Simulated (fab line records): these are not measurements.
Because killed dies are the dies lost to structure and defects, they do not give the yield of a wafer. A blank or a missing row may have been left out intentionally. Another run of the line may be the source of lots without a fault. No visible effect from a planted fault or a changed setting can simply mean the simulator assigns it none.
fab line records | flow n5_finfet
record: lots: 5 wafers: 15 last_day: 16
route steps=1938 shown SDB@357
lots that met no fault: from a run of the same line without faults
start_h: start of the lot's first displayed wafer, in hours after the record's first day | wait_h: hours from the lot's prior step to this one | " same as the row above | L1.1+2: several wafers, shown together as one row | - no value, or no start given | * or withheld: withheld | < > ~ a bound
route shown NAME@n: a module of which the file shows steps, and the number in the route of the first | usual: mean/standard deviation of fault-free wafers | same: alike in all rows | chamber/n: place in a boat | sites: each site's reading | _std_site: the standard deviation of these | _edge_site: mean of outer sites minus mean of inner sites | radius_mm: how far each site lies from the wafer's centre | mask NAME#n: copy n | behind: the last tool/chamber to shape the wafer | hold: reason for holding the lot/hours on hold/outcome of the hold | device: which transistor (n, p or np) failed to switch | end of line: the route-end tests of the same wafers | step lacking rows: just its recipe | killed: not the wafer's yield, but the dies lost to structure and defects at the first sort | map: a wafer's dies, x killed, . not, _ none there
set.NAME: the setting that was run; set.NAME@STEP: the one run at that earlier step | model.NAME: the simulator's own value behind a step, which no gauge read
lots seen at some steps along the route; tables by step, rows by wafer
services: from which hour (start_h, from the record's first day; less than 0 if before it) a tool's chamber was out of use, for how many hours, and why
== steps ==
step: N5_SDB_OVL_MEAS_12
recipe: points_per_wafer: 44
usual: SDB_OVL: -0.4/0.69
columns lot.wafer tool chamber start_h wait_h SDB_OVL[nm]
L306.1 overlay-01 0 70.73 0.0 -0.4
L306.3 " 0 " " -1.5
L306.5 " 0 " " -0.7
L308.3 overlay-01 0 81.83 0.0 0.4
L308.4 " 0 " " -1.2
L308.6 " 0 " " -0.2
L319.2 overlay-01 0 148.26 0.0 0.4
L319.4 " 0 " " -0.4
L319.5 " 0 " " -0.2
L321.1 overlay-01 0 161.21 0.0 -1.4
L321.3 " 0 " " 0.7
L321.4 " 0 " " 0.3
L323.1 overlay-01 0 174.81 0.0 -1.0
L323.4 " 0 " " 0.0
L323.6 " 0 " " -0.6
step: N5_SDB_INSPECT_13
recipe: mode: adi inspect_instrument: brightfield
usual: raw_defect_count: 70/31
columns lot.wafer tool chamber start_h wait_h raw_defect_count
L306.1 defect_inspect-01 - 70.75 0.0 77
L306.3 " - " " 69
L306.5 " - " " 75
L308.3 defect_inspect-01 - 81.85 0.0 100
L308.4 " - " " 74
L308.6 " - " " 42
L319.2 defect_inspect-02 - 148.28 0.0 114
L319.4 " - " " 106
L319.5 " - " " 84
L321.1 defect_inspect-02 - 161.23 0.0 70
L321.3 " - " " 48
L321.4 " - " " 39
L323.1 defect_inspect-02 - 174.83 0.0 82
L323.4 " - " " 34
L323.6 " - " " 89
step: N5_SDB_DESCUM_16
recipe: chemistry: O2 time_s: 7.9 source_power_w: 50 bias_power_w: 20 pressure_mtorr: 20 rf_frequency_hz: 2.712e+07 temp_c: 40 resist: CAR-ArF o2_flow_sccm: 225
step: N5_SDB_ETCH_17
recipe: chemistry: CF4 target: SiARC target_depth_a: 234 mask_material: CAR-ArF time_s: 39 ion_energy_ev: 80 pressure_mtorr: 40 source_w: 545 bias_w: 36 Ar_flow_sccm: 100 cf4_flow_sccm: 100 ends: cleared
step: N5_SDB_ETCH_18
recipe: chemistry: N2/H2 target: SOC target_depth_a: 1000 overetch_a: 200 mask_material: SiARC temp_c: 40 time_s: 150 ion_energy_ev: 200 pressure_mtorr: 30 source_w: 840 bias_w: 150 n2_flow_sccm: 200 h2_flow_sccm: 200
usual: bias_w: 150.0/0.47 drypump_motor_current_A: 5.3/0.52 oes_product_au: 0.66/0.066 rf_fwd_power_W: 837.3/2.7 rf_vpp_V: 523.3/2.5 showerhead_plenum_p_Torr: 2.52/0.082 throttle_valve_pct: 17.87/0.22
columns lot.wafer tool chamber start_h wait_h bias_w drypump_motor_current_A oes_product_au rf_fwd_power_W rf_hours_counter_h rf_vpp_V showerhead_plenum_p_Torr throttle_valve_pct
L306.1 rie_diel-01 0 70.86 0.0 149.8 4.9 0.61 836.5 232 522.4 2.48 17.73
L306.3 " 2 " " 149.8 6.3 0.63 835.4 211 523.3 2.52 17.98
L306.5 " 3 " " 150.2 4.9 0.62 840.9 - 523.4 2.53 17.73
L308.3 rie_diel-01 0 82.05 0.0 149.7 4.9 0.61 839.8 237 521.9 2.48 17.73
L308.4 " 3 " " 150.1 4.8 0.63 838.3 216 523.1 2.53 17.73
L308.6 " 2 " " 150.5 6.3 0.63 831.9 - 523.8 2.52 17.98
L319.2 rie_diel-04 1 148.48 0.0 149.4 5.4 0.60 833.7 247 519.4 2.40 17.97
L319.4 " 3 " " 149.9 4.9 0.64 836.0 188 525.5 2.62 18.02
L319.5 " 1 " " 149.5 5.3 0.61 833.9 - 520.5 2.40 17.98
L321.1 rie_diel-04 1 161.34 0.0 150.1 5.3 0.60 837.8 248 521.2 2.40 17.97
L321.3 " 2 " " 150.3 5.3 0.64 837.5 185 522.3 2.45 17.76
L321.4 " 3 " " 149.9 4.9 0.63 835.3 194 526.6 2.61 18.05
L323.1 rie_diel-01 0 175.44 0.0 150.0 4.9 0.84 839.4 8 522.8 2.47 17.45
L323.4 " 1 " " 150.4 4.7 0.66 838.5 195 526.1 2.62 17.92
L323.6 " 3 " " 149.9 4.8 0.61 840.0 - 523.4 2.51 17.77
step: N5_SDB_STRIP_19
recipe: chemistry: N2/H2 temp_c: 40 n2_flow_sccm: 200 h2_flow_sccm: 200 rf_frequency_hz: 6e+07
step: N5_SDB_STRIP_21
recipe: chemistry: CF4 resist: SiARC power_w: 300 bias_power_w: 75 pressure_mtorr: 50 cf4_flow_sccm: 150 rf_frequency_hz: 6e+07
usual: drypump_motor_current_A: 5.3/0.52 oes_product_au: 0.73/0.073 rf_fwd_power_W: 292.6/0.9 rf_vpp_V: 270.9/1.6 showerhead_plenum_p_Torr: 1.78/0.061 throttle_valve_pct: 13.64/0.25
columns lot.wafer tool chamber start_h wait_h drypump_motor_current_A oes_product_au rf_fwd_power_W rf_hours_counter_h rf_vpp_V showerhead_plenum_p_Torr throttle_valve_pct
L306.1 rie_diel-01 0 70.99 0.0 4.9 0.68 292.2 232 271.5 1.79 13.86
L306.3 " 2 " " 6.3 0.69 290.8 211 270.3 1.76 13.70
L306.5 " 3 " " 4.9 0.69 292.4 - 269.0 1.78 13.53
L308.3 rie_diel-01 0 82.19 0.0 4.9 0.68 293.7 237 270.3 1.79 13.85
L308.4 " 3 " " 4.8 0.68 292.1 216 270.2 1.77 13.54
L308.6 " 2 " " 6.3 0.69 292.0 - 270.8 1.76 13.71
L319.2 rie_diel-04 1 148.62 0.0 5.3 0.67 292.0 247 269.0 1.69 13.69
L319.4 " 3 " " 4.9 0.71 293.1 188 272.1 1.87 13.91
L319.5 " 1 " " 5.3 0.67 293.1 - 269.3 1.69 13.70
L321.1 rie_diel-04 1 161.48 0.0 5.4 0.67 292.3 248 268.0 1.69 13.71
L321.3 " 2 " " 5.3 0.71 289.8 185 270.4 1.72 13.43
L321.4 " 3 " " 4.9 0.71 292.9 194 274.9 1.87 13.92
L323.1 rie_diel-01 0 175.57 0.0 4.9 0.93 292.0 8 270.1 1.78 13.37
L323.4 " 1 " " 4.7 0.72 292.6 195 273.5 1.84 13.70
L323.6 " 3 " " 4.8 0.68 292.8 - 268.4 1.77 13.61
step: N5_SDB_HM_OPEN_20
recipe: chemistry: CH3F/O2 target: SiNx mask_material: SOC target_depth_a: 240 stop_on: poly-Si over_etch_frac: 0.4 ion_energy_ev: 120 pressure_mtorr: 30 source_w: 395 bias_w: 73 Ar_flow_sccm: 150 CH3F_flow_sccm: 30 O2_flow_sccm: 20
usual: CH3F_flow_sccm: 29.99/0.088 drypump_motor_current_A: 5.3/0.52 oes_o_777_au: 0.73/0.078 oes_product_au: 0.60/0.061 rf_fwd_power_W: 392.4/1.3 rf_vpp_V: 299/10 showerhead_plenum_p_Torr: 1.98/0.074 throttle_valve_pct: 16.36/0.25
columns lot.wafer tool chamber start_h wait_h CH3F_flow_sccm drypump_motor_current_A oes_o_777_au oes_product_au rf_fwd_power_W rf_hours_counter_h rf_vpp_V showerhead_plenum_p_Torr throttle_valve_pct
L306.1 rie_diel-01 0 71.01 0.0 29.92 4.9 0.66 0.55 389.8 232 311 1.98 16.52
L306.3 " 2 " " 30.01 6.3 0.66 0.57 392.5 211 288 1.97 16.45
L306.5 " 3 " " 29.89 4.9 0.70 0.57 392.6 - 300 1.96 16.09
L308.3 rie_diel-01 0 82.21 0.0 30.07 4.9 0.66 0.56 390.1 237 311 1.98 16.50
L308.4 " 3 " " 30.12 4.9 0.71 0.58 391.0 216 300 1.96 16.11
L308.6 " 2 " " 30.07 6.3 0.65 0.57 390.7 - 291 1.97 16.46
L319.2 rie_diel-04 1 148.64 0.0 29.98 5.3 0.67 0.56 393.1 247 304 1.87 16.32
L319.4 " 3 " " 29.82 4.9 0.68 0.58 394.1 188 316 2.09 16.68
L319.5 " 1 " " 30.08 5.3 0.68 0.56 393.1 - 303 1.87 16.32
L321.1 rie_diel-04 1 161.50 0.0 30.05 5.3 0.67 0.57 393.6 248 302 1.87 16.34
L321.3 " 2 " " 30.10 5.3 0.75 0.60 392.6 185 286 1.91 16.10
L321.4 " 3 " " 30.09 4.8 0.68 0.60 392.0 194 315 2.08 16.67
L323.1 rie_diel-01 0 175.59 0.0 29.97 4.9 0.91 0.77 391.2 8 311 1.98 16.16
L323.4 " 1 " " 29.84 4.7 0.75 0.60 392.7 195 287 2.07 16.47
L323.6 " 3 " " 29.99 4.9 0.69 0.57 392.9 - 302 1.95 16.18
step: N5_SDB_STRIP_22
recipe: chemistry: N2/H2 power_w: 1000 temp_c: 250 h2_frac: 0.65 overash_fraction: 0.3 pressure_mtorr: withheld n2_flow_sccm: 1750 h2_flow_sccm: 3250
usual: drypump_motor_current_A: 5.4/0.39 heater_power_w: 316/11 oes_product_au: 0.715/0.004 strip_time_to_endpoint_s: 96.4/0.38
columns lot.wafer tool chamber start_h wait_h drypump_motor_current_A heater_power_w oes_product_au rf_hours_counter_h strip_time_to_endpoint_s
L306.1 plasma_asher-02 1 71.09 0.1 5.7 317 0.709 87 96.4
L306.3 " 1 " " 5.8 306 0.713 - 96.6
L306.5 " 1 " " 5.7 309 0.718 - 96.0
L308.3 plasma_asher-01 1 82.33 0.1 4.9 308 0.715 - 96.3
L308.4 " 0 " " 5.8 315 0.709 - 96.4
L308.6 " 1 " " 4.9 307 0.722 - 97.2
L319.2 plasma_asher-02 1 148.72 0.1 5.7 319 0.714 103 96.9
L319.4 " 0 " " 5.1 331 0.713 - 97.2
L319.5 " 1 " " 5.8 313 0.714 - 97.0
L321.1 plasma_asher-02 1 161.58 0.1 5.8 317 0.709 106 96.5
L321.3 " 1 " " 5.8 318 0.718 - 95.8
L321.4 " 0 " " 5.1 338 0.713 - 96.4
L323.1 plasma_asher-01 0 175.67 0.1 5.8 308 0.722 58 95.7
L323.4 " 0 " " 5.8 305 0.712 - 96.5
L323.6 " 1 " " 4.9 312 0.720 - 96.5
step: N5_SDB_PRECLEAN_23
recipe: chemistry: dHF time_s: 30 temp_c: 25 dilution: withheld
step: N5_SDB_DUMMY_REMOVE_24
recipe: chemistry: TMAH temp_c: 70 target: poly-Si stop_on: SiO2 target_depth_nm: 142 conc_wt_pct: 5 time_s: 57 dry: ipa_marangoni rinse_time_s: 30 rinse_temp_c: 23
step: N5_SDB_ETCH_25
recipe: chemistry: C4F6/O2 target: SiO2 target_depth_a: 100 time_s: 3.3 ion_energy_ev: 250 mask_material: SiNx pressure_mtorr: 30 source_w: 345 bias_w: 185 Ar_flow_sccm: 300 C4F6_flow_sccm: 10 O2_flow_sccm: 10
usual: bias_w: 185.1/0.62 drypump_motor_current_A: 5.3/0.56 oes_o_777_au: 0.74/0.079 oes_product_au: 0.74/0.083 rf_fwd_power_W: 343.0/1.2 rf_vpp_V: 669/22 showerhead_plenum_p_Torr: 2.82/0.097 throttle_valve_pct: 21.14/0.29
columns lot.wafer tool chamber start_h wait_h bias_w drypump_motor_current_A oes_o_777_au oes_product_au rf_fwd_power_W rf_hours_counter_h rf_vpp_V showerhead_plenum_p_Torr throttle_valve_pct
L306.1 rie_diel-04 0 71.31 0.0 184.9 5.5 0.69 0.72 344.5 211 677 2.82 21.55
L306.3 " 2 " " 184.8 5.3 0.77 0.75 343.0 150 647 2.73 20.84
L306.5 " 2 " " 184.3 5.3 0.77 0.74 342.9 - 646 2.73 20.82
L308.3 rie_diel-01 3 82.51 0.0 184.8 4.9 0.70 0.70 343.1 216 671 2.78 20.82
L308.4 " 1 " " 184.3 4.7 0.76 0.76 342.6 168 644 2.96 21.27
L308.6 " 0 " " 185.0 4.9 0.66 0.68 342.7 - 698 2.83 21.31
L319.2 rie_diel-01 1 148.94 0.0 184.6 4.7 0.75 0.73 341.8 185 644 2.95 21.29
L319.4 " 2 " " 185.2 6.3 0.67 0.67 342.7 - 647 2.79 21.20
L319.5 " 1 " " 185.3 4.7 0.75 0.73 342.8 - 643 2.95 21.29
L321.1 rie_diel-05 2 161.80 0.0 185.6 5.2 0.85 0.84 345.4 61 668 2.89 20.79
L321.3 " 3 " " 185.4 4.9 0.76 0.74 342.8 182 639 2.74 21.34
L321.4 " 1 " " 186.3 6.5 0.72 0.73 343.2 166 673 2.75 21.28
L323.1 rie_diel-01 2 175.90 0.0 183.9 6.3 0.66 0.66 342.4 240 648 2.79 21.18
L323.4 " 0 " " 184.7 4.9 0.90 0.94 342.3 8 698 2.82 21.12
L323.6 " 1 " " 184.9 4.7 0.74 0.72 341.9 - 641 2.94 21.29
step: N5_SDB_CUT_ETCH_26
recipe: chemistry: HBr/Cl2/O2 target: Si target_depth_a: 1296 bt_time_s: 20 mask_material: SiNx time_s: 51.8 ion_energy_ev: * bias_w: * pressure_mtorr: 10 icp_w: 800 HBr_flow_sccm: 150 Cl2_flow_sccm: 80 O2_flow_sccm: 12
usual: bias_w: * drypump_motor_current_A: 5.9/0.33 oes_o_777_au: 1.00/0.063 oes_product_au: 1.008/0.012 rf_fwd_power_W: * throttle_valve_pct: 37.5/0.5
columns lot.wafer tool chamber start_h wait_h bias_w drypump_motor_current_A oes_o_777_au oes_product_au rf_fwd_power_W rf_hours_counter_h throttle_valve_pct model.etch.depth_nm model.SDB.feature_depth_nm model.SiNx_of_SDB_HM_DEP_00.thk_nm
L306.1 rie_si-03 2 71.40 0.1 * 5.9 1.01 0.999 * 153 36.8 127.3 127.2 21.4
L306.3 " 3 " " * 5.8 0.98 0.978 * 116 37.6 128.9 128.8 21.8
L306.5 " 3 " " * 5.8 0.99 0.982 * - 37.6 128.6 128.6 21.8
L308.3 rie_si-01 2 82.59 0.1 * 6.6 0.95 1.001 * 126 37.2 130.3 130.2 21.4
L308.4 " 3 " " * 5.7 1.08 1.006 * 103 38.3 130.6 130.6 22
L308.6 " 0 " " * 5.8 1.10 0.996 * - 37.7 134.8 134.8 21
L319.2 rie_si-04 3 149.02 0.1 * 5.7 0.89 1.011 * 16 37.3 128.5 128.6 21.6
L319.4 " 0 " " * 6.4 1.06 1.013 * 110 38.2 128.1 128 21.8
L319.5 " 0 " " * 6.4 1.06 1.020 * - 38.2 126.8 126.8 22.2
L321.1 rie_si-01 3 161.88 0.1 * 5.7 1.09 1.012 * 104 38.3 132.9 133 22
L321.3 " 1 " " * 5.9 1.05 1.024 * 107 37.2 128.3 128.2 22.6
L321.4 " 0 " " * 5.8 1.10 1.000 * 79 37.7 144.7 144.6 18
L323.1 rie_si-04 3 175.98 0.1 * 5.8 0.89 1.002 * 16 37.3 129.1 129.2 21.8
L323.4 " 0 " " * 6.4 1.07 1.026 * 111 38.2 128.3 128.4 22.4
L323.6 " 1 " " * 5.9 0.98 0.998 * - 36.9 126.1 126 23.8
step: N5_SDB_PRECLEAN_38
recipe: chemistry: dHF time_s: 10 dilution: 750:1 temp_c: 25
usual: bath_heat_duty_pct: 6.2/0.68
columns lot.wafer tool chamber start_h wait_h bath_heat_duty_pct model.SiNx_of_SDB_HM_DEP_00.thk_nm
L306.1 wet_bench-04 1 71.51 0.1 6.7 21.4
L306.3 " 6 " " 6.4 21.8
L306.5 " 2 " " 6.8 21.6
L308.3 wet_bench-04 1 82.71 0.1 6.9 21.4
L308.4 " 2 " " 6.1 22
L308.6 " 7 " " 6.5 21
L319.2 wet_bench-05 7 149.14 0.1 5.4 21.4
L319.4 " 3 " " 6.4 21.8
L319.5 " 0 " " 6.3 22.2
L321.1 wet_bench-06 1 162.01 0.1 6.8 22
L321.3 " 2 " " 5.2 22.6
L321.4 " 0 " " 7.0 17.8
L323.1 wet_bench-04 4 176.10 0.1 5.6 21.6
L323.4 " 0 " " 6.4 22.4
L323.6 " 6 " " 6.5 23.8
step: N5_SDB_PRECLEAN_39
recipe: chemistry: O3/DIW time_s: 45 temp_c: 22 o3_ppm: 10
== services ==
columns tool chamber start_h hours kind
plasma_asher-02 - 47.60 4.3 pm
rie_si-03 0 66.87 4.5 repair
rie_diel-05 - 71.46 0.8 repair
rie_si-01 - 82.68 14.6 pm
plasma_asher-01 - 96.63 1.2 repair
rie_diel-01 - 102.19 4.3 pm
rie_diel-01 2 107.31 5.2 repair
rie_si-03 2 112.81 2.1 repair
rie_diel-01 - 114.81 14.6 pm
rie_diel-05 0 119.05 - clean
rie_diel-05 0 119.05 - consumable_replace:focus_ring
rie_diel-05 0 119.05 23.4 scheduled_down
rie_diel-05 2 120.99 4.6 repair
wet_bench-04 - 138.86 4.6 repair
rie_diel-01 0 141.86 - clean
rie_diel-01 0 141.86 - consumable_replace:focus_ring
rie_diel-01 0 141.86 13.6 scheduled_down
rie_diel-01 0 141.86 13.6 vent_cycle
rie_diel-04 1 152.74 6.5 repair
rie_diel-04 1 165.36 - clean
rie_diel-04 1 165.36 - consumable_replace:focus_ring
rie_diel-04 1 165.36 - consumable_replace:showerhead
rie_diel-04 1 165.36 12.3 scheduled_down
rie_diel-04 1 165.36 12.3 vent_cycle
== key ==
first_sign: step: N5_SDB_CUT_ETCH_26 reading: bias_w direction: up sigmas: 99+ usual: * struck: *
effect none on later readings
model_effect: step: N5_SDB_CUT_ETCH_26 value: etch.depth_nm without: 134 struck: 144.7
model_effect: step: N5_SDB_PRECLEAN_38 value: SiNx_of_SDB_HM_DEP_00.thk_nm without: 22.4 struck: 17.8
met_at N5_SDB_CUT_ETCH_26
struck_wafers L321.4
tester_left_out L321
onset_between 82.59 161.88
fault: kind: process_parameter_drift tool: rie_si-01 chamber: 0 onset_h: 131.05 steps: N5_SDB_CUT_ETCH_26 channel: bias_w offset: * shape: step end_h: 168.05 acts_in: * stated: *
tester_left_out: of these lots the tester's yield and bins aren't shown, on N5 and GAA mostly nor the transistor test; their killed dies are dies lost to structure and defects alone, not to doping, threshold or leakage, so they don't give the yield
